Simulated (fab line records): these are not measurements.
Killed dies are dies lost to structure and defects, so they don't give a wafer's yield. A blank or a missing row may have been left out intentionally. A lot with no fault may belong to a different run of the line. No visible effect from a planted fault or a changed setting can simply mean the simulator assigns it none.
A struck lot beside a sound one    flow nand-harc    39 steps out of a route of 1159
Sound: the wafers L125.1, L125.3, L125.5. Struck: wafer L132.6 (L132.4, L132.5, from the same lot, were not struck and are left out); the cause is given at the end.
Per side, at each step with rows, come the tool, then ch with its chambers, and then its first start. Under that, the readings that differ: sound wafers    struck wafers    difference of the means    sigmas: that difference in standard deviations of wafers without a fault.
alike: readings with means less than 2 such deviations apart, plus words and numbers identical on both sides. not compared: withheld readings, readings lacking a value on some wafer, bounds such as >300 that could conceal the same value, and numbers that have no deviation in the record and whose values overlap.
Wherever a step has rows on one side only, a row that says differs or no value, or a row with sigmas, the two part there. Numbers that have no deviation but don't overlap get no sigmas and don't part them. Lack of a reading on every wafer of one side parts them only where that side has two or more wafers.

NHARC_A_CHANNEL_HOLE_D1_XSEM_31:
  sound on xsem-02 ch 0, day 9 07:34; struck on xsem-02 ch 0, day 11 01:01
reading             sound           struck  difference  sigmas
bow-nm (nm)         8.13 8.11 8.15  8.81    +0.68       +3
tilt-deg (degrees)  0.18 0.17 0.18  0.00    -0.18       -4
  alike: bot-cd-nm
NHARC_A_CHANNEL_HOLE_D1_INSPECT_40:
  struck on defect-inspect-01, day 11 01:06; sound on defect-inspect-01, day 9 07:40
reading           sound     struck  difference  sigmas
raw-defect-count  54 76 67  26      -40         -3
then, 5 steps without rows for these wafers: NHARC_A_CHANNEL_FILL_D1_PRECLEAN_00 (cleans in SC1); NHARC_A_CHANNEL_FILL_D1_SRD_01; NHARC_A_CHANNEL_FILL_D1_ALD_02 (deposits SiO2, target thk 6 nm, pulse time 10 s, ald cycles 60); NHARC_A_CHANNEL_FILL_D1_ALD_03 (deposits SiNx, target thk 6 nm, pulse time 60 s, ald cycles 58); NHARC_A_CHANNEL_FILL_D1_ALD_14 (deposits SiO2, target thk 2.5 nm, pulse time 10 s, ald cycles 25).
NHARC_A_CHANNEL_FILL_D1_ALD_15: deposits SiNx, target thk 2 nm, pulse time 60 s, ald cycles 19.
  sound on ald-sin-batch-02 ch 0; struck on ald-sin-batch-02 ch 0
  alike: chamber-pressure-Torr, precursor-pulse-height-rel
then, 4 steps without rows for these wafers: NHARC_A_CHANNEL_FILL_D1_ALD_16 (deposits SiO2, target thk 1.5 nm, pulse time 10 s, ald cycles 15); NHARC_A_CHANNEL_FILL_D1_ANNEAL_17 (time 1800 s); NHARC_A_CHANNEL_FILL_D1_CVD_18 (deposits poly-Si, target thk 3 nm); NHARC_A_CHANNEL_FILL_D1_ETCHBACK_19 (etches the open film in HBr/Cl2, target depth 5 nm, time 1.7 s).
NHARC_A_CHANNEL_FILL_D1_ETCHBACK_20: etches the open film in C4F8/O2/Ar, target depth 27 nm, time 13.5 s.
  sound on rie-diel-07 ch 0,1,3, day 10 09:01; struck on rie-diel-07 ch 1, day 12 05:15
reading                sound           struck  difference  sigmas
oes-product-au (a.u.)  0.92 0.92 0.92  1.00    +0.08       +2
  alike: rf-fwd-power-W, rf-vpp-V
  not compared: rf-hours-counter-h
NHARC_A_CHANNEL_FILL_D1_STRIP_28: strips in O2, time 20 s.
  sound on rie-diel-07 ch 0,1,2, day 10 09:05; struck on rie-diel-07 ch 2, day 12 05:19
  alike: drypump-motor-current-A, oes-product-au, rf-vpp-V, showerhead-plenum-p-Torr, throttle-valve-pct
  not compared: rf-hours-counter-h
then, 4 steps without rows for these wafers: NHARC_A_CHANNEL_FILL_D1_PRECLEAN_21 (cleans in dHF, time 30 s); NHARC_A_CHANNEL_FILL_D1_SRD_23; NHARC_A_CHANNEL_FILL_D1_CVD_05 (deposits poly-Si, target thk 5 nm); NHARC_A_CHANNEL_FILL_D1_ANNEAL_22 (time 7200 s).
NHARC_A_CHANNEL_FILL_D1_THK_MEAS_06: measures by ellipsometry.
  struck on film-metro-02, day 12 18:02; sound on film-metro-01, day 10 20:44
reading      sound        struck  difference  sigmas
thk-nm (nm)  4.4 4.5 5.1  6.8     +2.1        +2
NHARC_A_CHANNEL_FILL_D1_ALD_25: deposits SiOx, target thk 60 nm, pulse time 10 s, ald cycles 600.
  sound on ald-hk-02 ch 2,3, day 10 22:01; struck on ald-hk-04 ch 3, day 12 20:35
reading                   sound        struck  difference  sigmas
heater-power-outer-w (W)  283 282 284  237     -46         -3
  alike: heater-power-w, precursor-pulse-height-rel
  not compared: since-wet-clean-h
then, 7 steps without rows for these wafers: NHARC_A_CHANNEL_FILL_D1_ETCHBACK_08 (etches the open film in C4F8, target depth 220 nm, time 110 s); NHARC_A_CHANNEL_FILL_D1_STRIP_29 (strips in O2, time 20 s); NHARC_A_CHANNEL_FILL_D1_PRECLEAN_30 (cleans in dHF, time 30 s); NHARC_A_CHANNEL_FILL_D1_SRD_31; NHARC_A_CHANNEL_FILL_D1_CVD_09 (deposits poly-Si, target thk 150 nm, time 3000 s); NHARC_A_CHANNEL_FILL_D1_CMP_10 (polishes, target thk 150 nm); NHARC_A_CHANNEL_FILL_D1_SRD_12.
NHARC_A_CHANNEL_FILL_D1_RTA_24: time 5 s.
  sound on rtp-anneal-02 ch 0, day 11 12:18; struck on rtp-anneal-01 ch 0, day 13 06:02
reading              sound           struck  difference  sigmas
lamp-power-pct (%)   28.5 28.5 28.5  27.5    -1.0        -2
lamp_zone_1_pct (%)  28.4 28.6 28.5  27.5    -1.0        -2
  alike: lamp_zone_4_pct, wafer_temp_C_max
then, 10 steps without rows for these wafers: NHARC_A_STAIRCASE_DEP_156 (deposits SiNx, target thk 50 nm); NHARC_A_STAIRCASE_DEHYDRATE_158 (time 120 s); NHARC_A_STAIRCASE_HMDS_159 (time 30 s); NHARC_A_STAIRCASE_COAT_160; NHARC_A_STAIRCASE_SOFTBAKE_161 (time 170 s); NHARC_A_STAIRCASE_EBR_162; NHARC_A_STAIRCASE_EXPOSE_163 (exposes mask STAIR OPEN); NHARC_A_STAIRCASE_PEB_164 (peb time 130 s); NHARC_A_STAIRCASE_DEVELOP_165 (time 140 s); NHARC_A_STAIRCASE_HARDBAKE_167 (time 140 s).
-- break in the record here, with 9 days between the starts of the struck wafers on either side (left off in module A_STAIRCASE, picked up again in module END, where the first step shown is number 1159 on the route) --
NHARC_END_SORT_01:
  the record has rows for the struck wafers here (prober-01 ch 0, day 21 18:30) and none for the sound ones

WHERE THEY PART
Last at NHARC_END_SORT_01 as far as this record goes, first at NHARC_A_CHANNEL_HOLE_D1_XSEM_31.

WHY: whatever the simulator had introduced
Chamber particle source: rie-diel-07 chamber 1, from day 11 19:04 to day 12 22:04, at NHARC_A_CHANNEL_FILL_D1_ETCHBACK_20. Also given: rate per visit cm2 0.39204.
